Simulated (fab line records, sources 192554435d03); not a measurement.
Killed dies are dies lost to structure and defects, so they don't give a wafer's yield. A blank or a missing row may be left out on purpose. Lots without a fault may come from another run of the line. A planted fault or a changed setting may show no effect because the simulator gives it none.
Chamber matching | flow n5_finfet | N5_MOL_CONTACT_COAG_CO_FILL_22 on cvd_co-02: 3 sister chambers
The step material Co, precursor CCTBA/H2, target thk 20 nm. 6 wafers are shown with their chamber, then 12 later ones without.

WAFERS WITH THEIR CHAMBER
wafer  | chamber | heater_power_outer_w (W) | heater_power_w (W)
L087.1 | 1       | 147                      | 270
L086.4 | 0       | 122                      | 234
L086.6 | 2       | 136                      | 251
L089.1 | 2       | 138                      | 248
L089.2 | 1       | 147                      | 272
L089.3 | 0       | 119                      | 234

WAFERS WITHOUT THEIR CHAMBER
wafer  | heater_power_outer_w (W) | heater_power_w (W)
L094.2 | 121                      | 242
L094.3 | 140                      | 244
L094.6 | 150                      | 277
L092.4 | 125                      | 231
L092.5 | 149                      | 270
L092.6 | 138                      | 248
L096.1 | 122                      | 237
L096.3 | 137                      | 250
L096.5 | 123                      | 242
L097.1 | 121                      | 232
L097.2 | 149                      | 273
L097.3 | 134                      | 243

WHICH CHAMBER EACH WENT THROUGH
wafer  | from the rows above | in truth
L094.2 | 0                   | 0
L094.3 | 2                   | 2
L094.6 | 1                   | 1
L092.4 | 0                   | 0
L092.5 | 1                   | 1
L092.6 | 2                   | 2
L096.1 | 0                   | 0
L096.3 | 2                   | 2
L096.5 | 0                   | 0
L097.1 | 0                   | 0
L097.2 | 1                   | 1
L097.3 | 2                   | 2
Placed correctly: 12 of 12. Can't be placed from these rows: 0. Placed wrongly: 0.
How it was worked out, from the rows above alone: a wafer's distance from a chamber is the root of the sum, over the readings, of the square of ((its reading less the chamber's mean) divided by the reading's scatter). The wafer belongs to the nearest chamber; if the next one is less than 2 further off, it can't be placed. A chamber's mean is the mean of its shown wafers. The scatter: the root of (the sum of the squares of (reading less its chamber's mean) over the shown wafers, divided by (wafers less chambers)).
